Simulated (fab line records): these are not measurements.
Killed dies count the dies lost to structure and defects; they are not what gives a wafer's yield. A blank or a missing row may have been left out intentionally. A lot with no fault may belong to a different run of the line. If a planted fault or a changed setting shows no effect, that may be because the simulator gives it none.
Matching of chambers / flow n5_finfet / rie_diel-01 running N5_BEOL_M3_ETCH_64: 4 sister chambers
The step etches SOC in N2/H2, target depth 75 nm, overetch 15 nm, time 112.5 s. 4 wafers are shown with their chamber, then 12 later ones without.

== EACH WAFER AND ITS CHAMBER ==
wafer=L089.2; chamber=2; drypump_motor_current_A (A)=5.7
wafer=L090.1; chamber=0; drypump_motor_current_A (A)=5.8
wafer=L090.4; chamber=3; drypump_motor_current_A (A)=6.4
wafer=L090.5; chamber=1; drypump_motor_current_A (A)=5.9

== WAFERS WHOSE CHAMBER IS MISSING ==
wafer=L092.1; drypump_motor_current_A (A)=5.7
wafer=L092.2; drypump_motor_current_A (A)=5.8
wafer=L092.5; drypump_motor_current_A (A)=6.4
wafer=L094.1; drypump_motor_current_A (A)=5.8
wafer=L094.4; drypump_motor_current_A (A)=6.3
wafer=L094.5; drypump_motor_current_A (A)=5.8
wafer=L095.1; drypump_motor_current_A (A)=6.3
wafer=L095.4; drypump_motor_current_A (A)=5.7
wafer=L095.6; drypump_motor_current_A (A)=5.8
wafer=L096.3; drypump_motor_current_A (A)=5.8
wafer=L096.5; drypump_motor_current_A (A)=5.7
wafer=L096.6; drypump_motor_current_A (A)=5.9

== THE CHAMBER EACH PASSED THROUGH ==
wafer=L092.1; from the rows above=2; in truth=2
wafer=L092.2; from the rows above=0; in truth=0
wafer=L092.5; from the rows above=3; in truth=3
wafer=L094.1; from the rows above=0; in truth=0
wafer=L094.4; from the rows above=3; in truth=3
wafer=L094.5; from the rows above=0; in truth=0
wafer=L095.1; from the rows above=3; in truth=3
wafer=L095.4; from the rows above=2; in truth=2
wafer=L095.6; from the rows above=0; in truth=0
wafer=L096.3; from the rows above=0; in truth=0
wafer=L096.5; from the rows above=2; in truth=2
wafer=L096.6; from the rows above=1; in truth=1
Correctly placed: 12 of 12. Not placeable from these rows: 0. Wrongly placed: 0.
How it was worked out, from the rows above alone: a wafer's distance from a chamber is the root of the sum, over the readings, of the square of ((its reading less the chamber's mean) divided by the reading's scatter). If the next closest chamber is less than 2 further off than the closest, the wafer can't be placed; otherwise it belongs to the closest. A chamber's mean is the mean of its shown wafers. The scatter: with one shown wafer a chamber, the root of the mean of the squares of how far each hidden wafer lies from its nearest shown one.
